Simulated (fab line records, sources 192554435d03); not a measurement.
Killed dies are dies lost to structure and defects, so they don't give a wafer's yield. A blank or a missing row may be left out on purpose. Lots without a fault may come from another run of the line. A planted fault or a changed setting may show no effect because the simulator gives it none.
Split-lot experiment | flow n5_finfet | 7 lots, 39 wafers read, on a route of 1938 steps

THE SPLIT
At N5_HKMG_FIN_ETCH_32 (etches SOC in N2/H2, target depth 240 nm, time 300 s), the setting bias_w was moved away from the recipe's 150 W on 18 of the 39 wafers read, by -15.8% to +13.8%. The other wafers ran this setting at the recipe's value.

The reading is taken at the split's own step.

THE READING
rf_vpp_V, in V, at N5_HKMG_FIN_ETCH_32 (etches SOC in N2/H2, target depth 240 nm, time 300 s). Fault-free wafers of this fab line usually give 524.2 V, standard deviation 2 V.

wafer  | tool, chamber at the split | bias_w as run, W | against the recipe | rf_vpp_V, V | against lot-mates on the recipe
L074.1 | rie_diel-03, 3             | 150              | recipe             | 520.6       | -
L074.2 | rie_diel-03, 2             | 128.1            | -14.6%             | 475.0       | -47.8
L074.3 | rie_diel-03, 0             | 128.1            | -14.6%             | 473.8       | -49.0
L074.4 | rie_diel-03, 1             | 150              | recipe             | 523.6       | -
L074.5 | rie_diel-03, 1             | 128.1            | -14.6%             | 475.6       | -47.2
L074.6 | rie_diel-03, 0             | 150              | recipe             | 524.1       | -
L076.1 | rie_diel-01, 2             | 150              | recipe             | 526.4       | -
L076.3 | rie_diel-01, 3             | 150              | recipe             | 523.7       | -
L076.6 | rie_diel-01, 0             | 150              | recipe             | 527.0       | -
L077.1 | rie_diel-03, 3             | 150              | recipe             | 522.3       | -
L077.2 | rie_diel-03, 2             | 165.7            | +10.5%             | 558.4       | +35.8
L077.3 | rie_diel-03, 0             | 150              | recipe             | 523.2       | -
L077.4 | rie_diel-03, 2             | 165.7            | +10.5%             | 555.5       | +32.9
L077.5 | rie_diel-03, 3             | 150              | recipe             | 522.2       | -
L077.6 | rie_diel-03, 0             | 165.7            | +10.5%             | 557.2       | +34.6
L080.1 | rie_diel-03, 2             | 150              | recipe             | 525.0       | -
L080.2 | rie_diel-03, 0             | 150              | recipe             | 523.6       | -
L080.3 | rie_diel-03, 3             | 150              | recipe             | 521.8       | -
L080.4 | rie_diel-03, 0             | 158.1            | +5.4%              | 542.1       | +18.6
L080.5 | rie_diel-03, 2             | 158.1            | +5.4%              | 541.5       | +18.0
L080.6 | rie_diel-03, 3             | 158.1            | +5.4%              | 540.5       | +17.0
L083.1 | rie_diel-06, 3             | 150              | recipe             | 525.4       | -
L083.2 | rie_diel-06, 1             | 126.3            | -15.8%             | 473.1       | -53.3
L083.3 | rie_diel-06, 0             | 150              | recipe             | 527.1       | -
L083.4 | rie_diel-06, 2             | 126.3            | -15.8%             | 469.1       | -57.3
L083.5 | rie_diel-06, 1             | 126.3            | -15.8%             | 471.7       | -54.7
L083.6 | rie_diel-06, 0             | 150              | recipe             | 526.8       | -
L089.1 | rie_diel-01, 3             | 170.7            | +13.8%             | 566.6       | +44.2
L089.2 | rie_diel-01, 0             | 150              | recipe             | 526.2       | -
L089.3 | rie_diel-01, 2             | 170.7            | +13.8%             | 569.0       | +46.6
L089.4 | rie_diel-01, 1             | 150              | recipe             | 521.6       | -
L089.5 | rie_diel-01, 1             | 150              | recipe             | 519.3       | -
L089.6 | rie_diel-01, 0             | 170.7            | +13.8%             | 571.8       | +49.4
L092.1 | rie_diel-01, 1             | 150              | recipe             | 520.4       | -
L092.2 | rie_diel-01, 2             | 170.4            | +13.6%             | 569.6       | +45.5
L092.3 | rie_diel-01, 3             | 170.4            | +13.6%             | 567.0       | +42.9
L092.4 | rie_diel-01, 0             | 150              | recipe             | 526.8       | -
L092.5 | rie_diel-01, 1             | 170.4            | +13.6%             | 564.6       | +40.5
L092.6 | rie_diel-01, 0             | 150              | recipe             | 525.1       | -

THE FIT
A straight line over all 39 wafers: rf_vpp_V changes by +3.28 V for each +1% of bias_w; r = +1.00; the points scatter about the line by 2.1 V.
The same after taking each lot's own level away (the mean of its wafers on the recipe; 39 wafers): +3.34 V for each +1%; r = +1.00; scatter 2 V.
On that fit, the largest move of bias_w shifts the reading by 53 V.
The lots' own levels span 522.37 to 526.43 V, that is 2.0 times the standard deviation above.
So the lot-to-lot level changes the slope little: the two slopes agree.
Check: with one of the wafers moved furthest among these (-15.8%) left out of the fit, the line predicts -53 V for it against its lot-mates. It came out at -53.3 V against them.
Tool readings at the split's step, against how far the setting was moved: rf_vpp_V r = +1.00.

OTHER SPLITS ON THESE WAFERS
These wafers also went through other splits before the reading. Each is held against what the fit with the lots' levels taken away leaves over:
other split on the same wafers | wafers away from the commonest value | r with rf_vpp_V (lot level and that fit taken away)
N5_DUMMY_GATE_ETCH_37 source_w | 12                                   | +0.15

THE WHOLE CHAIN: every reading that the file lists as answering this split, in the file's order
step                | what it does                                         | reading                                                                           | change (the file's fit)               | r (the file's)
N5_HKMG_FIN_ETCH_32 | etches SOC in N2/H2, target depth 240 nm, time 300 s | rf_vpp_V                                                                          | +3.34 V for each +1% of the setting   | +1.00
N5_HKMG_FIN_ETCH_32 | etches SOC in N2/H2, target depth 240 nm, time 300 s | SiARC_of_HKMG_FIN_COAT_30.thk_nm (the simulator's own value, which no gauge read) | -0.201 nm for each +1% of the setting | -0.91

THE FILE'S OWN FIT
rf_vpp_V changes by +3.34 V for each +1% of bias_w, r = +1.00.
